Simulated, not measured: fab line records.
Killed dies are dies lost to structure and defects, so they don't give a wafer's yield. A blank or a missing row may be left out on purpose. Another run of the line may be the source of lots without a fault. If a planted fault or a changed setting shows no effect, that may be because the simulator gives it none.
fab line records | flow n5-finfet
record: lots: 9 wafers: 27 last-day: 16
route steps=1938 shown BEOL_M3@946 BEOL_M4@1111
lots untouched by any fault: they come from a run of this same line in which no faults occurred
start-h: the number of hours between the record's first day and the start of the first shown wafer of the lot | wait-h: hours elapsed since this lot's preceding step | " identical to the entry in the row above | L1.1+2: one row covering several wafers at once | - value missing, or start not given | * or withheld: withheld | < > ~ a bound
route shown NAME@n: a module of which the file shows steps, and the number in the route of the first | usual: mean/standard deviation taken from wafers without a fault | same: alike in all rows | chamber/n: place in a boat | sites: readings site by site | _std_site: their standard deviation | _edge_site: the outer-site mean with the inner-site mean subtracted | radius-mm: for every site, how far away it sits from the centre of the wafer | mask NAME#n: copy n | behind: the tool/chamber that last shaped the wafer | hold: what put the lot on hold/how long, in hours/how the hold closed | device: names the non-switching transistor (n, p or np) | end of line: at the end of the route, the tests of the same wafers | step lacking rows: just its recipe | killed: count of dies lost to structure and defects at first sort (not the wafer's yield) | map: a wafer's dies, x killed, . not, _ none there
set.NAME: the setting the step ran with; set.NAME@STEP: the setting that earlier step ran with | model.NAME: the simulator's own value behind a step, which no gauge read
route steps across a sampled set of lots; one table per step, one row per wafer
services: a tool's chamber out of use, with start hour (start-h, from the record's first day; less than 0 if before it), hours out, and reason
== steps ==
step: N5_BEOL_M3_INSPECT_13
recipe: mode: adi inspect-instrument: brightfield
usual: raw-defect-count: 426/90
columns lot.wafer tool chamber start-h wait-h raw-defect-count
L466.1 defect-inspect-02 - 160.73 0.1 536
L466.2 " - " " 542
L466.6 " - " " 407
L468.4 defect-inspect-01 - 178.74 0.0 471
L468.5 " - " " 368
L468.6 " - " " 329
L471.2 defect-inspect-01 - 189.07 0.0 363
L471.3 " - " " 324
L471.6 " - " " 365
L470.2 defect-inspect-01 - 193.67 0.0 427
L470.4 " - " " 308
L470.6 " - " " 402
L472.1 defect-inspect-01 - 194.41 0.1 397
L472.2 " - " " 472
L472.6 " - " " 390
L473.1 defect-inspect-02 - 200.88 0.1 411
L473.2 " - " " 412
L473.4 " - " " 391
L477.1 defect-inspect-02 - 221.65 0.1 329
L477.2 " - " " 277
L477.3 " - " " 489
L479.1 defect-inspect-01 - 248.54 0.1 314
L479.2 " - " " 357
L479.5 " - " " 340
L480.3 defect-inspect-02 - 249.18 0.0 566
L480.4 " - " " 412
L480.6 " - " " 383
step: N5_BEOL_M3_ETCH_64
recipe: chemistry: N2/H2 target: SOC target-depth-a: 750 overetch-a: 150 mask-material: SiARC temp-c: 40 time-s: 112.5 ion-energy-ev: 200 pressure-mtorr: 30 source-w: 840 bias-w: 150 n2-flow-sccm: 200 h2-flow-sccm: 200
usual: drypump-motor-current-A: 5.4/0.4 oes-product-au: 0.62/0.069 rf-vpp-V: 524.7/2.3 showerhead-plenum-p-Torr: 2.57/0.08 throttle-valve-pct: 17.78/0.25
columns lot.wafer tool chamber start-h wait-h drypump-motor-current-A oes-product-au rf-hours-counter-h rf-vpp-V showerhead-plenum-p-Torr throttle-valve-pct
L466.1 rie-diel-05 1 160.85 0.0 5.6 0.55 243 520.0 2.40 18.19
L466.2 " 2 " " 6.0 0.55 232 523.7 2.50 18.23
L466.6 " 2 " " 6.0 0.55 - 523.1 2.50 18.22
L468.4 rie-diel-05 2 178.96 0.0 6.0 0.55 236 523.1 2.50 18.25
L468.5 " 0 " " 5.3 0.61 - 523.3 2.54 17.49
L468.6 " 3 " " 5.4 0.58 - 525.3 2.64 17.71
L471.2 rie-diel-03 1 189.35 0.0 5.2 0.57 205 525.8 2.63 17.84
L471.3 " 0 " " 5.4 0.56 195 526.0 2.64 17.91
L471.6 " 2 " " 4.8 0.76 - 521.4 2.49 17.20
L470.2 rie-diel-05 0 194.19 0.0 5.3 0.60 162 523.6 2.54 17.49
L470.4 " 2 " " 6.0 0.55 - 523.0 2.50 18.25
L470.6 " 0 " " 5.3 0.60 - 524.4 2.54 17.50
L472.1 rie-diel-05 0 194.53 0.0 5.3 0.60 162 524.0 2.54 17.50
L472.2 " 2 " " 6.0 0.55 242 523.2 2.50 18.24
L472.6 " 2 " " 6.0 0.55 - 523.3 2.50 18.26
L473.1 rie-diel-03 2 201.00 0.0 4.8 0.74 6 522.3 2.49 17.22
L473.2 " 0 " " 5.3 0.56 197 526.8 2.64 17.90
L473.4 " 3 " " 5.1 0.66 98 526.4 2.56 17.63
L477.1 rie-diel-06 2 222.29 0.0 5.7 0.59 152 520.4 2.45 18.29
L477.2 " 0 " " 5.5 0.59 164 521.2 2.42 18.00
L477.3 " 1 " " 5.3 0.67 73 526.7 2.58 17.92
L479.1 rie-diel-05 1 248.65 0.0 5.6 0.72 15 529.0 2.71 17.82
L479.2 " 2 " " 6.0 0.76 5 522.8 2.49 17.86
L479.5 " 1 " " 5.6 0.71 - 528.2 2.71 17.82
L480.3 rie-diel-06 0 249.35 0.0 5.5 0.59 172 520.2 2.42 18.01
L480.4 " 2 " " 5.7 0.58 162 521.5 2.44 18.29
L480.6 " 2 " " 5.7 0.57 - 520.2 2.44 18.29
step: N5_BEOL_M3_EXPOSE_25
recipe: mask-id: V2 na: 0.33 source-shape: quasar sigma-inner: 0.2 sigma-outer: 0.8 polarization: unpolarized defocus-nm: 5 dose-mj: 63
same: sigma-outer: 0.8
columns lot.wafer tool chamber start-h wait-h mask
L466.1+2+6 euv-scanner-02 0 161.46 - V2#0
L468.4+5+6 euv-scanner-02 0 179.66 - V2#0
L471.2+3+6 euv-scanner-02 0 190.18 - V2#0
L470.2+4+6 euv-scanner-02 0 194.72 - V2#0
L472.1+2+6 euv-scanner-02 0 195.05 - V2#0
L473.1+2+4 euv-scanner-02 0 201.58 - V2#0
L477.1+2+3 euv-scanner-01 0 223.01 - V2#0
L479.1+2+5 euv-scanner-01 0 249.22 - V2#0
L480.3+4+6 euv-scanner-01 0 249.89 - V2#0
step: N5_BEOL_M3_OVL_MEAS_29
recipe: points-per-wafer: 522
usual: V2_OVL: 0.2/0.77
columns lot.wafer tool chamber start-h wait-h V2_OVL[nm]
L466.1 overlay-01 0 161.63 0.0 -0.2
L466.2 " 0 " " 0.5
L466.6 " 0 " " 0.5
L468.4 overlay-01 0 179.83 0.0 0.3
L468.5 " 0 " " -0.6
L468.6 " 0 " " 1.0
L471.2 overlay-02 0 190.36 0.0 4.6
L471.3 " 0 " " 4.0
L471.6 " 0 " " 4.5
L470.2 overlay-02 0 194.89 0.0 4.8
L470.4 " 0 " " 5.0
L470.6 " 0 " " 5.3
L472.1 overlay-01 0 195.22 0.0 3.0
L472.2 " 0 " " 3.9
L472.6 " 0 " " 4.3
L473.1 overlay-02 0 201.75 0.0 4.6
L473.2 " 0 " " 4.6
L473.4 " 0 " " 3.4
L477.1 overlay-02 0 223.19 0.0 0.6
L477.2 " 0 " " 1.0
L477.3 " 0 " " 0.1
L479.1 overlay-01 0 249.40 0.0 -0.1
L479.2 " 0 " " 1.2
L479.5 " 0 " " 1.0
L480.3 overlay-02 0 250.06 0.0 1.9
L480.4 " 0 " " 0.6
L480.6 " 0 " " 0.2
step: N5_BEOL_M3_ETCH_69
recipe: chemistry: CF4 target: SiARC target-depth-a: 156 mask-material: CAR-EUV time-s: 26 ion-energy-ev: 80 pressure-mtorr: 40 source-w: 545 bias-w: 36 Ar_flow_sccm: 100 cf4-flow-sccm: 100 ends: cleared
usual: drypump-motor-current-A: 5.6/0.5 etch-rf-on-time-s: 26.2/0.39 oes-product-au: 0.67/0.069 rf-vpp-V: 184.1/1.1 showerhead-plenum-p-Torr: 2.15/0.065 throttle-valve-pct: 15.65/0.23
columns lot.wafer tool chamber start-h wait-h drypump-motor-current-A etch-rf-on-time-s oes-product-au rf-hours-counter-h rf-vpp-V showerhead-plenum-p-Torr throttle-valve-pct
L466.1 rie-diel-05 1 161.78 0.0 5.6 25.9 0.59 243 181.7 2.03 16.02
L466.2 " 0 " " 5.3 26.2 0.65 152 183.8 2.15 15.42
L466.6 " 2 " " 6.0 26.4 0.59 - 184.7 2.12 15.93
L468.4 rie-diel-03 3 179.95 0.0 5.1 25.7 0.72 93 184.5 2.16 15.48
L468.5 " 0 " " 5.3 26.5 0.60 - 185.8 2.21 15.61
L468.6 " 1 " " 5.2 26.9 0.60 - 183.7 2.21 15.69
L471.2 rie-diel-03 1 190.49 0.0 5.2 26.5 0.61 205 184.5 2.21 15.70
L471.3 " 0 " " 5.3 26.2 0.60 195 184.9 2.21 15.63
L471.6 " 1 " " 5.2 26.3 0.60 - 186.1 2.21 15.72
L470.2 rie-diel-06 0 195.35 0.0 5.5 25.6 0.65 155 184.4 2.06 15.81
L470.4 " 1 " " 5.3 25.9 0.73 65 183.9 2.18 15.66
L470.6 " 3 " " 6.7 25.6 0.75 - 183.3 2.18 15.38
L472.1 rie-diel-05 3 195.40 0.0 5.4 26.2 0.63 176 184.8 2.23 15.64
L472.2 " 0 " " 5.3 26.0 0.65 162 183.6 2.14 15.44
L472.6 " 3 " " 5.4 26.3 0.62 - 186.1 2.23 15.64
L473.1 rie-diel-05 3 201.90 0.0 5.4 26.2 0.62 178 183.8 2.22 15.64
L473.2 " 0 " " 5.3 26.2 0.65 164 183.0 2.14 15.45
L473.4 " 2 " " 6.0 26.5 0.58 - 185.1 2.11 15.96
L477.1 rie-diel-05 0 223.38 0.0 5.3 26.0 0.65 172 183.6 2.14 15.47
L477.2 " 3 " " 5.4 26.0 0.63 186 184.1 2.22 15.67
L477.3 " 1 " " 5.6 25.5 0.80 6 185.8 2.28 15.56
L479.1 rie-diel-06 0 249.54 0.0 5.5 25.5 0.63 172 182.5 2.05 15.85
L479.2 " 1 " " 5.3 25.6 0.72 82 184.9 2.17 15.68
L479.5 " 2 " " 5.7 26.4 0.61 - 182.6 2.06 16.01
L480.3 rie-diel-06 0 250.19 0.0 5.5 26.5 0.63 172 183.0 2.05 15.85
L480.4 " 3 " " 6.7 25.9 0.72 61 186.0 2.18 15.43
L480.6 " 0 " " 5.4 26.3 0.63 - 182.7 2.05 15.86
step: N5_BEOL_M4_RC_MEAS_101
usual: DIBL_N: 36.4/1.5 DIBL_P: 36.4/1.6 IOFF_N: 0.164/0.025 IOFF_P: 0.214/0.028 ION_N: 675/9.9 ION_P: 463/6.5 SS_N: 71.5/0.5 SS_P: 73.3/0.56 VT_N: 249.2/2.7 VT_P: -250.1/2.8
columns lot.wafer tool chamber start-h wait-h DIBL_N[mV/V] DIBL_P[mV/V] IOFF_N[nA/um] IOFF_P[nA/um] ION_N[uA/um] ION_P[uA/um] SS_N[mV/dec] SS_P[mV/dec] VT_N[mV] VT_P[mV]
L466.1 prober-01 0 183.12 0.0 36.4 36.9 0.153 0.173 671 455 71.8 73.3 248.6 -253.4
L466.2 " 0 " " 34.1 34.1 0.111 0.145 657 440 70.8 72.7 256.2 -257.7
L466.6 " 0 " " 35.7 35.4 0.134 0.160 656 447 71.7 73.6 252.8 -254.4
L468.4 prober-01 0 195.83 0.5 36.7 33.8 0.152 0.187 670 459 71.3 72.3 250.7 -252.1
L468.5 " 0 " " 38.0 35.8 0.176 0.214 691 470 71.4 74.1 247.4 -250.6
L468.6 " 0 " " 37.8 35.7 0.173 0.210 678 457 72.0 73.6 246.8 -251.4
L471.2 prober-01 0 213.79 0.2 35.3 38.5 0.150 0.253 665 468 71.6 73.5 251.1 -244.9
L471.3 " 0 " " 35.9 37.9 0.158 0.246 671 469 71.8 74.0 251.9 -246.6
L471.6 " 0 " " 35.8 37.8 0.153 0.246 669 462 71.8 73.8 252.0 -245.0
L470.2 prober-01 0 214.72 1.1 38.0 38.1 0.188 0.232 679 458 71.8 73.6 246.1 -248.4
L470.4 " 0 " " 39.0 39.0 0.219 0.242 694 469 72.1 73.2 242.9 -249.2
L470.6 " 0 " " 38.1 37.9 0.191 0.228 688 466 71.2 74.3 244.9 -249.0
L472.1 prober-01 0 216.73 0.4 38.2 35.8 0.172 0.221 674 459 72.2 73.0 249.4 -249.3
L472.2 " 0 " " 38.7 36.1 0.184 0.239 681 470 72.0 73.4 246.6 -247.6
L472.6 " 0 " " 38.6 36.6 0.187 0.254 675 465 71.8 73.6 245.5 -248.3
L473.1 prober-01 0 219.04 0.0 36.6 35.7 0.166 0.235 669 464 70.9 73.8 247.2 -249.2
L473.2 " 0 " " 36.8 35.6 0.178 0.235 674 465 71.5 73.2 247.5 -249.1
L473.4 " 0 " " 37.5 36.3 0.184 0.242 681 456 72.0 73.2 246.3 -250.3
L477.1 prober-01 0 243.32 0.0 37.4 38.4 0.186 0.244 676 466 71.7 73.3 248.0 -251.3
L477.2 " 0 " " 37.2 38.6 0.181 0.239 677 464 71.7 73.4 249.7 -250.6
L477.3 " 0 " " 37.9 38.8 0.203 0.244 679 458 72.0 73.5 248.6 -246.8
L479.1 prober-02 0 269.79 0.4 36.1 35.7 0.175 0.209 686 466 71.6 72.9 244.6 -251.3
L479.2 " 0 " " 34.7 34.1 0.146 0.191 675 464 71.5 72.1 250.2 -250.9
L479.5 " 0 " " 36.1 36.0 0.174 0.210 682 459 71.4 73.4 249.9 -251.5
L480.3 prober-01 0 272.41 0.3 37.9 38.7 0.222 0.244 696 468 72.3 73.6 246.7 -248.5
L480.4 " 0 " " 36.9 37.5 0.207 0.225 697 468 71.7 74.4 245.8 -249.9
L480.6 " 0 " " 38.5 39.4 0.247 0.256 703 469 71.3 74.2 242.5 -246.1
== services ==
columns tool chamber start-h hours kind
euv-scanner-01 0 150.52 - calibration
euv-scanner-01 - 153.38 1.0 pm
rie-diel-06 3 158.92 1.5 repair
rie-diel-03 2 161.17 - clean
rie-diel-03 2 161.17 - consumable-replace:focus-ring
rie-diel-03 2 161.17 17.2 scheduled-down
rie-diel-03 2 161.17 17.2 vent-cycle
rie-diel-05 1 189.36 - clean
rie-diel-05 1 189.36 - consumable-replace:focus-ring
rie-diel-05 1 189.36 - consumable-replace:showerhead
rie-diel-05 1 189.36 17.0 scheduled-down
rie-diel-05 1 189.36 17.0 vent-cycle
euv-scanner-02 - 189.49 0.5 repair
euv-scanner-02 - 192.56 1.0 pm
rie-diel-03 2 208.36 12.5 repair
euv-scanner-01 - 209.53 1.0 pm
euv-scanner-02 0 217.77 - calibration
rie-diel-03 3 217.87 22.0 repair
rie-diel-05 2 219.60 - clean
rie-diel-05 2 219.60 - consumable-replace:focus-ring
rie-diel-05 2 219.60 16.4 scheduled-down
rie-diel-05 2 219.60 16.4 vent-cycle
rie-diel-05 3 240.96 8.6 repair
euv-scanner-02 - 246.60 1.0 pm
== key ==
first-sign: step: N5_BEOL_M3_OVL_MEAS_29 reading: V2_OVL direction: up sigmas: 5.4 usual: 0.2 struck: 4.3
effect none on later readings
met-at N5_BEOL_M3_EXPOSE_25
struck-lots L470,L471,L472,L473
rows-end L470.4,L470.6,L472.2
not-acting-at N5_BEOL_M3_INSPECT_13,N5_BEOL_M3_ETCH_64,N5_BEOL_M3_ETCH_69
onset-between 179.66 190.18
fault: kind: scanner-matching-overlay tool: euv-scanner-02 chamber: - onset-h: 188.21 steps: N5_BEOL_M3_EXPOSE_25 offset: 4.3325
rows-end: these wafers met a further fault down the route, and their rows from its step on are left out
